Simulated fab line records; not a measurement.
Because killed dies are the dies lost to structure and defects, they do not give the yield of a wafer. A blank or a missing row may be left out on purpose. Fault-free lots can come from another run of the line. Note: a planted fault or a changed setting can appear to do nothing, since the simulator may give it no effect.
fab line records + flow nand_harc + part 2 of 2: steps 5 to 6 of 6
record
- lots=22
- wafers=66
- last_day=33
route steps=1302 shown A_STAIRCASE@740
lots untouched by any fault: they come from a run of this same line in which no faults occurred
start_h: start of the lot's first displayed wafer, in hours after the record's first day + wait_h: hours elapsed since this lot's preceding step + " unchanged from the row above + L1.1+2: a row that stands for several wafers + - either no value or no given start + * or withheld: withheld + < > ~ a bound
route shown NAME@n: a module of which the file shows steps, and the number in the route of the first + usual: mean/standard deviation taken from wafers without a fault + same: alike in all rows + chamber/n: place in a boat + sites: readings site by site + _std_site: the values' standard deviation + _edge_site: outer sites' mean less inner sites' + radius_mm: for every site, how far away it sits from the centre of the wafer + mask NAME#n: copy n + behind: the most recent tool/chamber to have shaped the wafer + hold: cause of the lot's hold/its duration in hours/its outcome + device: the transistor (n, p or np) that didn't switch + end of line: the same wafers' tests at the end of the route + where a step has no rows: the recipe by itself + killed: at the first sort, the dies lost to defects and structure; wafer yield is something else + map: the dies of a wafer, with x for killed, . for not killed, _ for no die there
set.NAME: the run value of the setting; set.NAME@STEP: its run value at that earlier step + model.NAME: the simulator's own value behind a step, which no gauge read
the route's steps for a sample of lots (tables are steps, rows are wafers)
services: the hour from which a tool's chamber was out of use, counted from the record's first day as start_h (under 0 if before that day), plus the number of hours and why
## steps
# step NHARC_A_STAIRCASE_STRIP_476
# recipe
- time_s=20
- o2_flow_sccm=500
- ar_flow_sccm=0
- bias_w=0
- chemistry=O2
# usual
- drypump_motor_current_A=5.5/0.39
- o2_flow_sccm=500.1/1.5
- oes_product_au=1.002/0.0085
- rf_vpp_V=57.6/0.78
- showerhead_plenum_p_Torr=3.49/0.15
- throttle_valve_pct=17.037/0.009
| lot.wafer | tool        | chamber | start_h | wait_h | drypump_motor_current_A | o2_flow_sccm | oes_product_au | rf_hours_counter_h | rf_vpp_V | showerhead_plenum_p_Torr | throttle_valve_pct |
|-----------|-------------|---------|---------|--------|-------------------------|--------------|----------------|--------------------|----------|--------------------------|--------------------|
| L075.3    | rie_diel-02 | 3       | 403.43  | 0.3    | 4.8                     | 500.9        | 1.010          | 0                  | 57.2     | 3.56                     | 17.022             |
| L075.2    | "           | 0       | "       | "      | 5.2                     | 497.0        | 0.999          | 0                  | 57.1     | 3.63                     | 17.044             |
| L075.6    | "           | 3       | "       | "      | 4.7                     | 502.0        | 1.007          | -                  | 57.6     | 3.56                     | 17.039             |
| L074.3    | rie_diel-13 | 1       | 407.20  | 0.1    | 5.9                     | 499.8        | 1.005          | 12                 | 56.8     | 3.60                     | 17.038             |
| L074.5    | "           | 1       | "       | "      | 5.9                     | 500.5        | 0.991          | -                  | 57.5     | 3.60                     | 17.021             |
| L074.6    | "           | 2       | "       | "      | 5.3                     | 500.0        | 1.008          | -                  | 56.6     | 3.37                     | 17.046             |
| L076.4    | rie_diel-13 | 0       | 411.12  | 0.1    | 6.1                     | 500.1        | 0.996          | 14                 | 58.4     | 3.42                     | 17.060             |
| L076.1    | "           | 1       | "       | "      | 5.9                     | 500.6        | 0.987          | 13                 | 57.7     | 3.60                     | 17.040             |
| L076.6    | "           | 3       | "       | "      | 5.4                     | 500.2        | 0.999          | -                  | 57.0     | 3.30                     | 17.025             |
| L077.3    | rie_diel-10 | 0       | 413.39  | 0.1    | 5.7                     | 499.9        | 0.998          | 60                 | 58.8     | 3.38                     | 17.038             |
| L077.1    | "           | 1       | "       | "      | 5.7                     | 502.7        | 1.006          | 51                 | 57.7     | 3.54                     | 17.044             |
| L077.6    | "           | 3       | "       | "      | 5.6                     | 498.4        | 1.011          | -                  | 56.5     | 3.34                     | 17.045             |
| L080.1    | rie_diel-02 | 1       | 455.77  | 0.1    | 6.4                     | 499.3        | 1.002          | 16                 | 57.1     | 3.80                     | 17.038             |
| L080.2    | "           | 2       | "       | "      | 5.4                     | 500.1        | 1.005          | 17                 | 57.4     | 3.52                     | 17.022             |
| L080.3    | "           | 3       | "       | "      | 4.7                     | 501.3        | 1.011          | 16                 | 58.7     | 3.55                     | 17.041             |
| L079.4    | rie_diel-02 | 3       | 456.04  | 0.1    | 4.7                     | 500.3        | 1.010          | 16                 | 57.7     | 3.55                     | 17.031             |
| L079.3    | "           | 0       | "       | "      | 5.3                     | 499.1        | 1.003          | 14                 | 57.6     | 3.63                     | 17.040             |
| L079.6    | "           | 1       | "       | "      | 6.4                     | 501.6        | 0.999          | -                  | 59.3     | 3.80                     | 17.029             |
| L081.3    | rie_diel-02 | 1       | 463.90  | 0.1    | 6.4                     | 501.5        | 0.997          | 19                 | 57.9     | 3.80                     | 17.050             |
| L081.2    | "           | 3       | "       | "      | 4.7                     | 501.6        | 0.995          | 19                 | 56.8     | 3.55                     | 17.047             |
| L081.6    | "           | 1       | "       | "      | 6.4                     | 501.1        | 1.001          | -                  | 57.5     | 3.80                     | 17.039             |
| L082.2    | rie_diel-10 | 2       | 484.95  | 0.1    | 5.2                     | 499.0        | 0.997          | 11                 | 55.6     | 3.44                     | 17.026             |
| L082.4    | "           | 0       | "       | "      | 5.7                     | 502.8        | 1.000          | 24                 | 57.7     | 3.37                     | 17.039             |
| L082.3    | "           | 1       | "       | "      | 5.6                     | 500.5        | 1.018          | 22                 | 58.4     | 3.52                     | 17.042             |
| L083.3    | rie_diel-10 | 3       | 488.76  | 0.1    | 5.5                     | 499.4        | 1.004          | 25                 | 58.3     | 3.33                     | 17.038             |
| L083.2    | "           | 0       | "       | "      | 5.7                     | 498.6        | 1.000          | 25                 | 57.7     | 3.37                     | 17.045             |
| L083.1    | "           | 1       | "       | "      | 5.7                     | 499.0        | 1.024          | 22                 | 58.8     | 3.52                     | 17.039             |
| L085.1    | rie_diel-13 | 1       | 496.44  | 0.1    | 5.9                     | 498.4        | 1.004          | 43                 | 58.0     | 3.58                     | 17.025             |
| L085.3    | "           | 2       | "       | "      | 5.3                     | 501.2        | 1.003          | 43                 | 57.3     | 3.35                     | 17.041             |
| L085.4    | "           | 3       | "       | "      | 5.4                     | 500.9        | 1.018          | 41                 | 56.2     | 3.29                     | 17.028             |
| L084.1    | rie_diel-13 | 1       | 498.59  | 0.1    | 5.9                     | 499.1        | 1.000          | 44                 | 57.1     | 3.58                     | 17.036             |
| L084.2    | "           | 3       | "       | "      | 5.4                     | 500.6        | 1.000          | 41                 | 58.4     | 3.29                     | 17.046             |
| L084.5    | "           | 2       | "       | "      | 5.3                     | 499.9        | 1.018          | -                  | 57.4     | 3.35                     | 17.050             |
| L086.3    | rie_diel-10 | 2       | 504.08  | 0.1    | 5.2                     | 500.0        | 0.999          | 18                 | 58.2     | 3.44                     | 17.029             |
| L086.2    | "           | 3       | "       | "      | 5.5                     | 501.4        | 0.989          | 32                 | 57.8     | 3.33                     | 17.019             |
| L086.5    | "           | 3       | "       | "      | 5.5                     | 503.4        | 0.993          | -                  | 56.6     | 3.33                     | 17.033             |
| L089.2    | rie_diel-10 | 3       | 535.32  | 0.1    | 5.5                     | 499.8        | 1.000          | 40                 | 57.4     | 3.32                     | 17.031             |
| L089.5    | "           | 3       | "       | "      | 5.6                     | 498.2        | 1.002          | -                  | 56.9     | 3.32                     | 17.033             |
| L089.6    | "           | 0       | "       | "      | 5.7                     | 499.6        | 0.977          | -                  | 56.4     | 3.36                     | 17.043             |
| L088.1    | rie_diel-13 | 0       | 537.00  | 0.1    | 6.1                     | 499.2        | 1.010          | 2                  | 56.8     | 3.40                     | 17.032             |
| L088.2    | "           | 1       | "       | "      | 5.9                     | 499.6        | 1.000          | 2                  | 59.2     | 3.58                     | 17.037             |
| L088.6    | "           | 3       | "       | "      | 5.4                     | 501.6        | 1.014          | -                  | 57.6     | 3.81                     | 17.042             |
| L091.1    | rie_diel-10 | 2       | 565.63  | 0.1    | 5.2                     | 500.4        | 0.994          | 38                 | 58.4     | 3.42                     | 17.047             |
| L091.5    | "           | 2       | "       | "      | 5.2                     | 499.8        | 0.987          | -                  | 56.8     | 3.42                     | 17.043             |
| L091.6    | "           | 3       | "       | "      | 5.5                     | 495.9        | 0.986          | -                  | 56.1     | 3.31                     | 17.009             |
| L090.2    | rie_diel-10 | 2       | 569.33  | 0.1    | 5.2                     | 501.4        | 1.000          | 39                 | 57.8     | 3.42                     | 17.045             |
| L090.6    | "           | 1       | "       | "      | 5.7                     | 499.4        | 1.008          | -                  | 58.1     | 3.51                     | 17.032             |
| L090.5    | "           | 2       | "       | "      | 5.2                     | 501.7        | 0.988          | -                  | 56.5     | 3.42                     | 17.037             |
| L092.2    | rie_diel-13 | 3       | 585.68  | 0.1    | 5.5                     | 499.0        | 0.998          | 21                 | 58.0     | 3.80                     | 17.044             |
| L092.3    | "           | 1       | "       | "      | 5.9                     | 499.3        | 0.999          | 19                 | 58.2     | 3.57                     | 17.042             |
| L092.4    | "           | 1       | "       | "      | 5.9                     | 499.2        | 1.003          | -                  | 56.9     | 3.57                     | 17.036             |
| L093.1    | rie_diel-13 | 1       | 587.96  | 0.1    | 5.9                     | 497.7        | 1.001          | 20                 | 57.6     | 3.57                     | 17.051             |
| L093.4    | "           | 1       | "       | "      | 5.9                     | 502.2        | 0.995          | -                  | 56.4     | 3.57                     | 17.048             |
| L093.6    | "           | 2       | "       | "      | 5.3                     | 500.4        | 0.991          | -                  | 56.9     | 3.34                     | 17.031             |
| L094.2    | rie_diel-02 | 1       | 592.33  | 0.1    | 6.4                     | 500.3        | 1.000          | 4                  | 58.4     | 3.77                     | 17.048             |
| L094.3    | "           | 0       | "       | "      | 5.3                     | 497.6        | 1.015          | 3                  | 58.4     | 3.60                     | 17.037             |
| L094.6    | "           | 1       | "       | "      | 6.4                     | 500.4        | 1.005          | -                  | 57.6     | 3.77                     | 17.050             |
| L096.2    | rie_diel-02 | 0       | 611.21  | 0.2    | 5.3                     | 501.1        | 1.009          | 12                 | 56.2     | 3.60                     | 17.035             |
| L096.1    | "           | 2       | "       | "      | 5.4                     | 500.4        | 1.002          | 11                 | 57.8     | 3.49                     | 17.036             |
| L096.6    | "           | 1       | "       | "      | 6.4                     | 502.2        | 1.002          | -                  | 58.1     | 3.77                     | 17.037             |
| L095.2    | rie_diel-10 | 1       | 611.80  | 0.1    | 5.7                     | 497.5        | 1.006          | 3                  | 56.1     | 3.50                     | 17.042             |
| L095.4    | "           | 3       | "       | "      | 5.5                     | 499.6        | 0.999          | 2                  | 58.0     | 3.31                     | 17.041             |
| L095.1    | "           | 0       | "       | "      | 5.7                     | 499.4        | 0.996          | 2                  | 57.2     | 3.35                     | 17.038             |
| L097.2    | rie_diel-10 | 1       | 618.37  | 0.1    | 5.7                     | 502.4        | 1.007          | 3                  | 56.5     | 3.50                     | 17.024             |
| L097.1    | "           | 2       | "       | "      | 5.2                     | 501.9        | 1.010          | 3                  | 58.8     | 3.41                     | 17.033             |
| L097.5    | "           | 0       | "       | "      | 5.7                     | 501.1        | 1.001          | -                  | 59.1     | 3.35                     | 17.034             |
# step NHARC_A_STAIRCASE_INSPECT_155
# usual
- raw_defect_count=438/140
| lot.wafer | tool              | chamber | start_h | wait_h | raw_defect_count |
|-----------|-------------------|---------|---------|--------|------------------|
| L075.2    | defect_inspect-01 | -       | 444.79  | 0.1    | 458              |
| L075.3    | "                 | -       | "       | "      | 513              |
| L075.6    | "                 | -       | "       | "      | 519              |
| L074.3    | defect_inspect-02 | -       | 450.29  | 0.1    | 461              |
| L074.5    | "                 | -       | "       | "      | 441              |
| L074.6    | "                 | -       | "       | "      | 470              |
| L077.1    | defect_inspect-01 | -       | 455.91  | 0.1    | 192              |
| L077.3    | "                 | -       | "       | "      | 270              |
| L077.6    | "                 | -       | "       | "      | 222              |
| L076.1    | defect_inspect-02 | -       | 456.08  | 0.1    | 563              |
| L076.4    | "                 | -       | "       | "      | 612              |
| L076.6    | "                 | -       | "       | "      | 592              |
| L080.1    | defect_inspect-02 | -       | 502.50  | 0.1    | 510              |
| L080.2    | "                 | -       | "       | "      | 297              |
| L080.3    | "                 | -       | "       | "      | 406              |
| L079.3    | defect_inspect-01 | -       | 504.38  | 0.1    | 408              |
| L079.4    | "                 | -       | "       | "      | 379              |
| L079.6    | "                 | -       | "       | "      | 401              |
| L081.2    | defect_inspect-02 | -       | 510.87  | 0.1    | 982              |
| L081.3    | "                 | -       | "       | "      | 655              |
| L081.6    | "                 | -       | "       | "      | 447              |
| L083.1    | defect_inspect-01 | -       | 532.87  | 0.1    | 719              |
| L083.2    | "                 | -       | "       | "      | 544              |
| L083.3    | "                 | -       | "       | "      | 549              |
| L082.2    | defect_inspect-02 | -       | 533.37  | 0.1    | 370              |
| L082.3    | "                 | -       | "       | "      | 452              |
| L082.4    | "                 | -       | "       | "      | 347              |
| L085.1    | defect_inspect-01 | -       | 547.08  | 0.1    | 454              |
| L085.3    | "                 | -       | "       | "      | 378              |
| L085.4    | "                 | -       | "       | "      | 338              |
| L084.1    | defect_inspect-01 | -       | 547.32  | 0.1    | 459              |
| L084.2    | "                 | -       | "       | "      | 390              |
| L084.5    | "                 | -       | "       | "      | 315              |
| L086.2    | defect_inspect-02 | -       | 551.20  | 0.1    | 758              |
| L086.3    | "                 | -       | "       | "      | 430              |
| L086.5    | "                 | -       | "       | "      | 444              |
| L088.1    | defect_inspect-02 | -       | 580.12  | 0.1    | 411              |
| L088.2    | "                 | -       | "       | "      | 328              |
| L088.6    | "                 | -       | "       | "      | 494              |
| L089.2    | defect_inspect-02 | -       | 580.34  | 0.1    | 603              |
| L089.5    | "                 | -       | "       | "      | 383              |
| L089.6    | "                 | -       | "       | "      | 376              |
| L090.2    | defect_inspect-02 | -       | 611.97  | 0.1    | 559              |
| L090.5    | "                 | -       | "       | "      | 588              |
| L090.6    | "                 | -       | "       | "      | 552              |
| L091.1    | defect_inspect-01 | -       | 612.27  | 0.1    | 505              |
| L091.5    | "                 | -       | "       | "      | 287              |
| L091.6    | "                 | -       | "       | "      | 522              |
| L094.2    | defect_inspect-02 | -       | 631.59  | 0.1    | 240              |
| L094.3    | "                 | -       | "       | "      | 450              |
| L094.6    | "                 | -       | "       | "      | 288              |
| L092.2    | defect_inspect-02 | -       | 631.68  | 0.1    | 303              |
| L092.3    | "                 | -       | "       | "      | 381              |
| L092.4    | "                 | -       | "       | "      | 584              |
| L093.1    | defect_inspect-01 | -       | 631.77  | 0.1    | 300              |
| L093.4    | "                 | -       | "       | "      | 379              |
| L093.6    | "                 | -       | "       | "      | 405              |
| L096.1    | defect_inspect-02 | -       | 655.83  | 0.1    | 348              |
| L096.2    | "                 | -       | "       | "      | 358              |
| L096.6    | "                 | -       | "       | "      | 262              |
| L095.1    | defect_inspect-01 | -       | 655.87  | 0.1    | 435              |
| L095.2    | "                 | -       | "       | "      | 357              |
| L095.4    | "                 | -       | "       | "      | 379              |
| L097.1    | defect_inspect-02 | -       | 663.62  | 0.1    | 381              |
| L097.2    | "                 | -       | "       | "      | 290              |
| L097.5    | "                 | -       | "       | "      | 499              |
## services
| tool        | chamber | start_h | hours | kind   |
|-------------|---------|---------|-------|--------|
| rie_diel-13 | -       | 344.23  | 9.0   | pm     |
| pecvd-01    | -       | 344.86  | 1.8   | repair |
| rie_diel-10 | 0       | 350.87  | -     | clean  |
| pecvd-03    | -       | 354.80  | 0.8   | repair |
| rie_diel-02 | 2       | 360.98  | 4.4   | repair |
| pecvd-03    | -       | 366.47  | 13.0  | pm     |
| rie_diel-13 | -       | 375.05  | 0.7   | repair |
| pecvd-04    | 1       | 386.52  | 5.9   | repair |
| pecvd-03    | 0       | 387.86  | 3.3   | repair |
| rie_diel-02 | -       | 393.83  | 9.0   | pm     |
| rie_diel-10 | -       | 420.03  | 9.0   | pm     |
| rie_diel-02 | 2       | 432.93  | 5.3   | repair |
| rie_diel-10 | 2       | 441.16  | 33.4  | repair |
| pecvd-03    | -       | 443.89  | 1.1   | repair |
| pecvd-04    | -       | 450.03  | 13.0  | pm     |
| pecvd-04    | -       | 468.57  | 0.2   | repair |
| rie_diel-02 | 2       | 477.98  | 4.5   | repair |
| rie_diel-02 | 2       | 488.79  | 12.6  | repair |
| pecvd-01    | -       | 492.18  | 13.0  | pm     |
| rie_diel-02 | 0       | 499.98  | 5.0   | repair |
| rie_diel-13 | -       | 521.23  | 9.0   | pm     |
| pecvd-03    | -       | 547.59  | 13.0  | pm     |
| rie_diel-13 | 0       | 585.30  | 4.4   | repair |
| rie_diel-10 | -       | 597.03  | 9.0   | pm     |
